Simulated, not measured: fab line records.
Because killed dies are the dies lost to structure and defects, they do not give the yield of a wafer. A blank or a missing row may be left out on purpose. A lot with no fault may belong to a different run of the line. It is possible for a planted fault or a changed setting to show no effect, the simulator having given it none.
Which tool was responsible?	flow nand harc	17 lots with 51 wafers sampled at 6 steps, on a route of 1159 steps

== WHAT THE GAUGES READ, wafer by wafer ==
No reading from a measuring or inspecting step in the record can be judged against a usual standard deviation.

== WHICH TOOL RAN EACH LOT (tool, then ch and the chambers of the sampled wafers, then the start) ==
lot	NHARC_A_CHANNEL_HOLE_D1_ETCH_33	NHARC_A_STAIRCASE_TRIM_22	NHARC_A_STAIRCASE_ETCH_23	NHARC_A_STAIRCASE_TRIM_24	NHARC_A_STAIRCASE_TRIM_26	NHARC_A_STAIRCASE_TRIM_191
L076	har etch-02 ch 0,1, day 9 01:04	rie diel-06 ch 0,1,3, no start	rie diel-06 ch 0,1, no start	rie diel-06 ch 2,3, no start	rie diel-06 ch 0,2,3, no start	rie diel-06 ch 0,3, no start
L074	har etch-02 ch 0,1, day 9 05:16	rie diel-05 ch 1,2,3, no start	rie diel-05 ch 1,2,3, no start	rie diel-05 ch 1,2,3, no start	rie diel-05 ch 1,2,3, no start	rie diel-06 ch 0,1,2, no start
L075	har etch-01 ch 0,1, day 9 05:29	rie diel-05 ch 0,3, no start	rie diel-05 ch 1,2, no start	rie diel-05 ch 2,3, no start	rie diel-05 ch 0,3, no start	rie diel-06 ch 2,3, no start
L079	har etch-02 ch 0,1, day 9 13:35	rie diel-10 ch 1,3, no start	rie diel-10 ch 1,2, no start	rie diel-10 ch 0,1,3, no start	rie diel-10 ch 0,2,3, no start	rie diel-06 ch 1,2,3, no start
L081	har etch-02 ch 0,1, day 9 20:10	rie diel-10 ch 0,2,3, no start	rie diel-10 ch 1,2,3, no start	rie diel-10 ch 0,1,2, no start	rie diel-10 ch 0,2,3, no start	rie diel-06 ch 0,1,3, no start
L082	har etch-01 ch 0,1, day 10 18:43	rie diel-06 ch 0,1,2, no start	rie diel-06 ch 0,1, no start	rie diel-06 ch 0,1,2, no start	rie diel-06 ch 0,1, no start	rie diel-05 ch 1,2,3, no start
L084	har etch-02 ch 0,1, day 10 23:59	rie diel-05 ch 0,2,3, no start	rie diel-05 ch 0,1,3, no start	rie diel-05 ch 0,2,3, no start	rie diel-05 ch 1,2, no start	rie diel-05 ch 0,1,3, no start
L086	har etch-02 ch 0,1, day 11 17:28	rie diel-06 ch 0,1,2, no start	rie diel-06 ch 0,2,3, no start	rie diel-06 ch 1,2,3, no start	rie diel-06 ch 0,2,3, no start	rie diel-05 ch 1,2,3, no start
L087	har etch-01 ch 1, day 11 18:38	rie diel-05 ch 1,2,3, no start	rie diel-05 ch 2,3, no start	rie diel-05 ch 0,1,2, no start	rie diel-05 ch 0,1,3, no start	rie diel-06 ch 0,1,3, no start
L088	har etch-02 ch 0,1, day 11 22:13	rie diel-06 ch 0,1,3, no start	rie diel-06 ch 0,2,3, no start	rie diel-06 ch 0,1,2, no start	rie diel-06 ch 0,3, no start	rie diel-10 ch 1,2,3, no start
L090	har etch-01 ch 0,1, day 12 07:28	rie diel-10 ch 0,2, no start	rie diel-10 ch 0,2,3, no start	rie diel-10 ch 0,2,3, no start	rie diel-10 ch 0,3, no start	rie diel-10 ch 0,2,3, no start
L093	har etch-01 ch 1, day 13 04:55	rie diel-06 ch 0,1,3, no start	rie diel-06 ch 0,2,3, no start	rie diel-06 ch 0,3, no start	rie diel-06 ch 0,1,2, no start	rie diel-05 ch 0,1,3, no start
L092	har etch-02 ch 0,1, day 13 06:11	rie diel-10 ch 0,2,3, no start	rie diel-10 ch 0,3, no start	rie diel-10 ch 1,2, no start	rie diel-10 ch 0,1,2, no start	rie diel-06 ch 0,1, no start
L091	har etch-01 ch 0,1, day 13 09:07	rie diel-10 ch 1,2, no start	rie diel-10 ch 0,1,3, no start	rie diel-10 ch 0,2,3, no start	rie diel-10 ch 0,1,2, no start	rie diel-06 ch 1,2, no start
L095	har etch-01 ch 0,1, day 13 13:14	rie diel-05 ch 0,2, no start	rie diel-05 ch 0,1,3, no start	rie diel-05 ch 0,3, no start	rie diel-05 ch 0,3, no start	rie diel-06 ch 0,1,3, no start
L096	har etch-02 ch 0,1, day 13 20:58	rie diel-06 ch 0,3, no start	rie diel-06 ch 1,2,3, no start	rie diel-06 ch 0,1, no start	rie diel-06 ch 0,3, no start	rie diel-10 ch 0,1, no start
L097	har etch-01 ch 0,1, day 14 18:56	rie diel-10 ch 0,3, no start	rie diel-10 ch 0,2,3, no start	rie diel-10 ch 0,1,2, no start	rie diel-10 ch 2,3, no start	rie diel-05 ch 0,2,3, no start
- NHARC_A_CHANNEL_HOLE_D1_ETCH_33: etches the open film in C4F8/O2/Ar, time 90 s, target depth 400 nm.
- NHARC_A_STAIRCASE_TRIM_22: chemistry O2, time 211.2 s.
- NHARC_A_STAIRCASE_ETCH_23: etches the open film in C4F8/O2, target depth 100 nm, time 40.5 s.
- NHARC_A_STAIRCASE_TRIM_24: chemistry O2, time 211.2 s.
- NHARC_A_STAIRCASE_TRIM_26: chemistry O2, time 211.2 s.
- NHARC_A_STAIRCASE_TRIM_191: chemistry O2, time 211.2 s.

== WHAT THE TOOLS THEMSELVES READ (means of the sampled wafers that have a number; where no wafer has one, the mark that the record gives instead) ==
NHARC_A_CHANNEL_HOLE_D1_ETCH_33.
lot	tool	chamber pressure mTorr (mTorr)	drypump motor current A (A)	o2 flow sccm (sccm)	showerhead plenum p Torr (Torr)	throttle valve pct (%)
L076	har etch-02	25.000	5.9	83.15	3.74	27.621
L074	har etch-02	25.036	6.0	83.55	3.74	27.621
L075	har etch-01	25.004	5.6	83.33	3.72	27.620
L079	har etch-02	24.999	6.0	83.36	3.73	27.625
L081	har etch-02	25.022	5.7	83.28	3.82	27.620
L082	har etch-01	25.005	5.5	83.46	3.78	27.621
L084	har etch-02	25.003	5.7	83.25	3.81	27.621
L086	har etch-02	25.021	6.0	83.29	3.72	27.631
L087	har etch-01	25.005	5.6	83.37	3.63	27.621
L088	har etch-02	24.974	5.7	83.30	3.80	27.604
L090	har etch-01	24.989	5.6	83.60	3.70	27.622
L093	har etch-01	25.009	5.6	83.32	3.62	27.613
L092	har etch-02	24.994	5.7	83.25	3.80	27.619
L091	har etch-01	25.013	5.6	83.32	3.77	27.629
L095	har etch-01	25.020	5.5	83.26	3.76	27.622
L096	har etch-02	25.010	5.7	83.56	3.79	27.622
L097	har etch-01	25.013	5.6	83.11	3.69	27.617

NHARC_A_STAIRCASE_TRIM_22.
lot	tool	chamber pressure mTorr (mTorr)	drypump motor current A (A)	o2 flow sccm (sccm)	oes product au (a.u.)	rf vpp V (V)	showerhead plenum p Torr (Torr)	throttle valve pct (%)
L076	rie diel-06	60.03	6.0	499.9	1.004	58.0	3.58	17.039
L074	rie diel-05	59.99	5.9	500.1	0.993	57.5	3.49	17.036
L075	rie diel-05	60.01	5.8	500.1	0.985	56.9	3.43	17.036
L079	rie diel-10	59.96	6.2	498.1	0.993	57.8	3.42	17.035
L081	rie diel-10	59.99	5.6	499.6	1.005	58.0	3.55	17.036
L082	rie diel-06	59.98	5.8	500.4	0.984	57.0	3.51	17.042
L084	rie diel-05	59.97	6.1	500.9	0.987	57.8	3.51	17.041
L086	rie diel-06	59.96	5.8	500.3	0.994	57.5	3.51	17.033
L087	rie diel-05	60.02	5.9	500.0	0.991	57.0	3.48	17.030
L088	rie diel-06	59.99	6.0	500.0	1.000	58.2	3.56	17.027
L090	rie diel-10	59.97	6.0	500.7	1.008	58.2	3.60	17.027
L093	rie diel-06	59.99	6.0	501.0	1.002	57.7	3.56	17.033
L092	rie diel-10	60.02	5.7	499.9	1.001	56.7	3.53	17.038
L091	rie diel-10	59.99	6.5	499.1	1.003	57.2	3.47	17.040
L095	rie diel-05	60.02	6.2	498.5	0.994	57.9	3.51	17.035
L096	rie diel-06	59.96	6.1	499.6	1.004	58.0	3.58	17.037
L097	rie diel-10	59.99	5.3	500.6	1.009	58.0	3.53	17.039

NHARC_A_STAIRCASE_ETCH_23.
lot	tool	bias w (W)	chamber pressure mTorr (mTorr)	oes product au (a.u.)	rf vpp V (V)
L076	rie diel-06	998.3	25.011	0.960	898
L074	rie diel-05	1001.3	24.985	0.934	894
L075	rie diel-05	1000.8	24.998	0.953	897
L079	rie diel-10	997.9	24.991	0.929	894
L081	rie diel-10	999.1	24.990	0.945	894
L082	rie diel-06	1000.2	25.006	0.921	897
L084	rie diel-05	997.9	24.987	0.929	892
L086	rie diel-06	999.8	25.029	0.951	897
L087	rie diel-05	999.8	24.969	0.927	894
L088	rie diel-06	999.5	25.008	0.961	896
L090	rie diel-10	1001.4	25.012	0.937	896
L093	rie diel-06	997.4	24.998	0.942	896
L092	rie diel-10	998.8	25.016	0.931	893
L091	rie diel-10	996.2	25.001	0.948	894
L095	rie diel-05	997.0	25.016	0.913	891
L096	rie diel-06	1000.6	24.997	0.954	894
L097	rie diel-10	999.6	25.008	0.943	896

NHARC_A_STAIRCASE_TRIM_24.
lot	tool	chamber pressure mTorr (mTorr)	drypump motor current A (A)	o2 flow sccm (sccm)	oes product au (a.u.)	rf vpp V (V)	showerhead plenum p Torr (Torr)	throttle valve pct (%)
L076	rie diel-06	59.99	5.9	499.2	1.004	56.3	3.56	17.037
L074	rie diel-05	60.01	5.9	499.6	0.995	57.9	3.49	17.042
L075	rie diel-05	60.01	6.0	499.4	0.986	57.0	3.50	17.038
L079	rie diel-10	60.01	5.8	500.9	0.998	57.8	3.49	17.036
L081	rie diel-10	60.03	6.2	499.6	1.012	57.9	3.56	17.024
L082	rie diel-06	59.99	5.8	500.8	0.993	57.5	3.51	17.041
L084	rie diel-05	59.98	6.1	496.7	0.990	56.8	3.51	17.038
L086	rie diel-06	60.04	5.8	499.9	1.004	58.2	3.51	17.032
L087	rie diel-05	59.95	6.0	499.9	0.998	57.9	3.49	17.048
L088	rie diel-06	59.99	5.8	497.5	0.998	57.9	3.51	17.031
L090	rie diel-10	60.04	5.7	500.4	0.999	57.9	3.53	17.039
L093	rie diel-06	59.95	6.2	501.5	0.995	57.9	3.58	17.028
L092	rie diel-10	59.95	6.6	498.3	1.008	57.4	3.47	17.041
L091	rie diel-10	60.07	5.6	499.6	1.002	58.0	3.53	17.029
L095	rie diel-05	60.03	5.8	499.7	0.988	57.7	3.42	17.039
L096	rie diel-06	60.05	5.9	497.9	1.012	58.0	3.53	17.031
L097	rie diel-10	59.93	6.1	500.5	1.007	56.9	3.53	17.038

NHARC_A_STAIRCASE_TRIM_26.
lot	tool	chamber pressure mTorr (mTorr)	drypump motor current A (A)	o2 flow sccm (sccm)	oes product au (a.u.)	rf vpp V (V)	showerhead plenum p Torr (Torr)	throttle valve pct (%)
L076	rie diel-06	59.99	5.9	499.7	0.995	57.7	3.55	17.034
L074	rie diel-05	60.05	5.9	499.8	0.990	57.3	3.49	17.027
L075	rie diel-05	60.07	5.8	500.6	0.994	57.2	3.44	17.031
L079	rie diel-10	60.01	5.7	500.0	1.008	58.2	3.55	17.044
L081	rie diel-10	60.03	5.7	499.6	1.002	57.8	3.54	17.041
L082	rie diel-06	60.00	5.9	500.6	0.996	58.0	3.54	17.040
L084	rie diel-05	59.96	5.8	501.6	1.006	57.8	3.47	17.031
L086	rie diel-06	59.98	5.9	499.7	0.997	58.3	3.54	17.031
L087	rie diel-05	59.98	5.6	499.7	0.986	56.6	3.40	17.029
L088	rie diel-06	60.03	6.2	499.6	0.999	58.0	3.59	17.029
L090	rie diel-10	60.02	5.4	499.9	0.994	57.4	3.54	17.032
L093	rie diel-06	60.02	5.8	499.8	0.998	57.5	3.50	17.039
L092	rie diel-10	60.00	6.2	499.5	1.004	58.1	3.54	17.031
L091	rie diel-10	59.94	6.2	499.7	1.001	57.6	3.54	17.040
L095	rie diel-05	59.99	5.8	499.2	0.991	57.7	3.42	17.041
L096	rie diel-06	60.04	6.2	498.8	1.011	58.1	3.58	17.038
L097	rie diel-10	60.04	5.9	499.5	0.992	56.9	3.51	17.029

NHARC_A_STAIRCASE_TRIM_191.
lot	tool	chamber pressure mTorr (mTorr)	drypump motor current A (A)	o2 flow sccm (sccm)	oes product au (a.u.)	rf vpp V (V)	showerhead plenum p Torr (Torr)	throttle valve pct (%)
L076	rie diel-06	60.07	6.1	498.7	1.008	58.3	3.61	17.036
L074	rie diel-06	60.05	5.8	499.1	1.004	57.0	3.52	17.041
L075	rie diel-06	60.00	5.6	498.6	1.001	58.1	3.50	17.035
L079	rie diel-06	59.98	5.7	500.9	0.999	57.6	3.52	17.034
L081	rie diel-06	59.97	6.0	500.7	1.002	57.7	3.57	17.036
L082	rie diel-05	59.94	5.9	497.2	0.998	57.7	3.48	17.041
L084	rie diel-05	60.02	5.6	499.8	0.995	56.9	3.41	17.040
L086	rie diel-05	59.99	5.9	500.3	0.984	57.5	3.48	17.037
L087	rie diel-06	60.07	6.0	501.3	0.995	58.3	3.56	17.028
L088	rie diel-10	59.99	6.1	501.2	1.006	58.1	3.47	17.042
L090	rie diel-10	60.10	5.6	500.9	0.994	57.7	3.53	17.037
L093	rie diel-05	59.99	5.6	501.5	0.989	57.8	3.40	17.034
L092	rie diel-06	59.99	6.1	499.5	1.003	57.2	3.55	17.034
L091	rie diel-06	60.00	5.5	500.8	0.992	57.6	3.45	17.032
L095	rie diel-06	59.99	6.0	500.1	1.000	57.5	3.55	17.041
L096	rie diel-10	59.97	5.9	501.0	1.019	57.9	3.55	17.034
L097	rie diel-05	60.03	6.1	497.9	0.999	58.7	3.49	17.030

== THE ANSWER, worked out from the rows above alone ==
Rule: the usual values come from the lots themselves. The widest of any qualifying gaps counts: lots, ordered by their means at a reading, are off when they make up no more than a third of the lots, leave a main group of 4 or more, and stand apart from it by 3 or more times the standard deviation of that group's means. Not used: any main group whose means are identical at the precision the tables above print for the reading. A lot without any number at a reading at which 4 lots or more have one is off too. All remaining lots with rows at the step are treated as sound. The gauges are gone through in route order, then the tools' own readings, and for those a lot's mean is taken as printed above. At the first step where some lot is off, the reading lying furthest off is the one used; lots without a number count as furthest.
No lot is off on any of the readings shown, so nothing can be concluded from this.

== WHAT WAS PUT IN BY THE SIMULATOR ==
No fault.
